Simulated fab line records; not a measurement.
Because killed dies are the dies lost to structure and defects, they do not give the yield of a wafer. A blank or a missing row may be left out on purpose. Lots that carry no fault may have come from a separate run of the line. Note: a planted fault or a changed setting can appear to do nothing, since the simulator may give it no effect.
Struck lot and sound lot, side by side | flow nandHarc | 42 out of 1302 route steps
Sound: wafers L100.1, L100.3, L100.4. Wafers L106.3, L106.5, L106.6 were the ones struck. The cause is named last.
Order at every step that has rows: each side's tool, ch and its chambers, its first start. Under that, the readings that differ: sound wafers | struck wafers | difference of the means | sigmas: that difference in standard deviations of wafers without a fault.
alike: readings whose means differ by less than 2 such deviations, and words and numbers that are the same on both sides. not compared: withheld readings, readings that some wafer has no value for, bounds like >300 that may hide the same value, and numbers for which the record gives no deviation and whose values overlap.
The two part at a step that has a row with sigmas, a row that says differs or no value, or rows on one side only. When numbers do not overlap yet have no deviation, they are printed without sigmas and do not part them. A reading missing from all wafers of one side parts the sides only when that side holds two or more wafers.

first, 1 step without rows for these wafers: NHARC_A_DECK1_JOINT_SRD_15.
NHARC_A_DECK1_JOINT_DEP_16: deposits SiO2, target thk 45 nm.
  sound on pecvd-04 ch 0,1, day 13 07:03; struck on pecvd-01 ch 0,2, day 15 23:22
  alike: heaterPowerW, throttleValvePct
NHARC_A_DECK1_JOINT_THK_MEAS_17: measures by ellipsometry.
  sound on filmMetro-01, day 13 07:20; struck on filmMetro-02, day 15 23:35
  alike: thkNm
NHARC_A_DECK1_JOINT_INSPECT_05:
  sound on defectInspect-02, day 13 07:22; struck on defectInspect-02, day 15 23:38
  alike: rawDefectCount
after that, 1 step with no rows for these wafers: NHARC_A_ONON_D2_DEP_00 (target thk 1000 nm).
NHARC_A_ONON_D2_THK_MEAS_02: measures by ellipsometry.
  sound on filmMetro-02, day 13 07:56; struck on filmMetro-01, day 16 00:12
reading    | sound       | struck      | difference | sigmas
thkNm (nm) | 976 978 975 | 992 994 994 | +17        | +2
after that, 1 step with no rows for these wafers: NHARC_A_ONON_D2_DEP_03 (target thk 1000 nm).
NHARC_A_ONON_D2_THK_MEAS_05: measures by ellipsometry.
  sound on filmMetro-01, day 13 08:31; struck on filmMetro-02, day 16 00:47
  alike: thkNm
after that, 1 step with no rows for these wafers: NHARC_A_ONON_D2_DEP_06 (target thk 1000 nm).
NHARC_A_ONON_D2_THK_MEAS_08: measures by ellipsometry.
  sound on filmMetro-02, day 13 09:05; struck on filmMetro-02, day 16 01:21
  alike: thkNm
after that, 1 step with no rows for these wafers: NHARC_A_ONON_D2_DEP_09 (target thk 1000 nm).
NHARC_A_ONON_D2_THK_MEAS_11: measures by ellipsometry.
  sound on filmMetro-01, day 13 09:38; struck on filmMetro-02, day 16 01:55
  alike: thkNm
NHARC_A_ONON_D2_DEP_12: target thk 1000 nm.
  sound on pecvdOnon-03 ch 0, day 13 09:41; struck on pecvdOnon-04 ch 0, day 16 02:05
NHARC_A_ONON_D2_THK_MEAS_14: measures by ellipsometry.
  sound on filmMetro-01, day 13 10:13; struck on filmMetro-02, day 16 02:29
  alike: thkNm
then, 2 steps without rows for these wafers: NHARC_A_ONON_D2_ANNEAL_15 (time 3600 s); NHARC_A_ONON_D2_DEP_16 (target thk 1000 nm).
NHARC_A_ONON_D2_THK_MEAS_18: measures by ellipsometry.
  sound on filmMetro-02, day 13 17:35; struck on filmMetro-02, day 16 10:10
  alike: thkNm
after that, 1 step with no rows for these wafers: NHARC_A_ONON_D2_DEP_19 (target thk 1000 nm).
NHARC_A_ONON_D2_THK_MEAS_21: measures by ellipsometry.
  sound on filmMetro-01, day 13 18:09; struck on filmMetro-01, day 16 10:44
  alike: thkNm
after that, 1 step with no rows for these wafers: NHARC_A_ONON_D2_DEP_22 (target thk 1000 nm).
NHARC_A_ONON_D2_THK_MEAS_24: measures by ellipsometry.
  sound on filmMetro-02, day 13 18:43; struck on filmMetro-01, day 16 11:18
  alike: thkNm
after that, 1 step with no rows for these wafers: NHARC_A_ONON_D2_DEP_25 (target thk 1000 nm).
NHARC_A_ONON_D2_THK_MEAS_27: measures by ellipsometry.
  sound on filmMetro-01, day 13 19:17; struck on filmMetro-02, day 16 11:52
reading    | sound       | struck         | difference | sigmas
thkNm (nm) | 971 970 971 | 1005 1005 1006 | +35        | +3
after that, 1 step with no rows for these wafers: NHARC_A_ONON_D2_DEP_28 (target thk 1000 nm).
NHARC_A_ONON_D2_THK_MEAS_30: measures by ellipsometry.
  sound on filmMetro-01, day 13 19:51; struck on filmMetro-01, day 16 12:26
  alike: thkNm
NHARC_A_ONON_D2_DEP_33: deposits SiO2, target thk 200 nm.
  sound on pecvd-03 ch 0,2, day 13 19:58; struck on pecvd-02 ch 0,1,2, day 16 12:32
reading          | sound       | struck      | difference | sigmas
heaterPowerW (W) | 469 416 423 | 705 723 781 | +300       | +3
  alike: throttleValvePct
NHARC_A_ONON_D2_THK_MEAS_34: measures by ellipsometry.
  sound on filmMetro-02, day 13 20:19; struck on filmMetro-01, day 16 12:55
  alike: thkNm
NHARC_A_ONON_D2_INSPECT_32:
  sound on defectInspect-02, day 13 20:23; struck on defectInspect-02, day 16 13:00
  alike: rawDefectCount
NHARC_A_CHANNEL_HOLE_D2_DEP_00: deposits aC, target thk 3100 nm.
  sound on aclDep-02 ch 0, day 13 22:56; struck on aclDep-02 ch 0, day 16 17:05
  alike: throttleValvePct
NHARC_A_CHANNEL_HOLE_D2_DEP_01: deposits SiON, target thk 140 nm.
  sound on pecvd-04 ch 0,1,2, day 14 00:52; struck on pecvd-01 ch 0,2, day 16 18:22
  alike: heaterPowerW
then, 10 steps without rows for these wafers: NHARC_A_CHANNEL_HOLE_D2_DEHYDRATE_02 (time 120 s); NHARC_A_CHANNEL_HOLE_D2_HMDS_03 (time 30 s); NHARC_A_CHANNEL_HOLE_D2_COAT_36 (time 75 s); NHARC_A_CHANNEL_HOLE_D2_COAT_37 (time 65 s); NHARC_A_CHANNEL_HOLE_D2_COAT_04 (resist thk 90 nm); NHARC_A_CHANNEL_HOLE_D2_SOFTBAKE_05 (time 55 s); NHARC_A_CHANNEL_HOLE_D2_EBR_06; NHARC_A_CHANNEL_HOLE_D2_EXPOSE_07 (exposes mask HOLE D2, target cd 100 nm); NHARC_A_CHANNEL_HOLE_D2_PEB_08 (peb time 65 s); NHARC_A_CHANNEL_HOLE_D2_DEVELOP_09 (develop time 35 s).
NHARC_A_CHANNEL_HOLE_D2_CD_MEAS_10: the cd target is 100 nm.
  sound on cdSem-01 ch 0, day 14 01:35; struck on cdSem-01 ch 0, day 16 19:05
  alike: cdNm
-- the record jumps here: 12 days lie between the struck wafers' starts before and after (it left off in module A_CHANNEL_HOLE_D2 and takes up again in module END, whose first step shown is number 1302 of the route) --
NHARC_END_SORT_01:
  at this point the record logs the struck wafers (prober-02 ch 0, day 28 14:30) and has no rows for the sound ones

== WHERE THEY PART ==
Last at NHARC_END_SORT_01 as far as this record goes, first at NHARC_A_ONON_D2_THK_MEAS_02.

WHY: what the simulator had put in
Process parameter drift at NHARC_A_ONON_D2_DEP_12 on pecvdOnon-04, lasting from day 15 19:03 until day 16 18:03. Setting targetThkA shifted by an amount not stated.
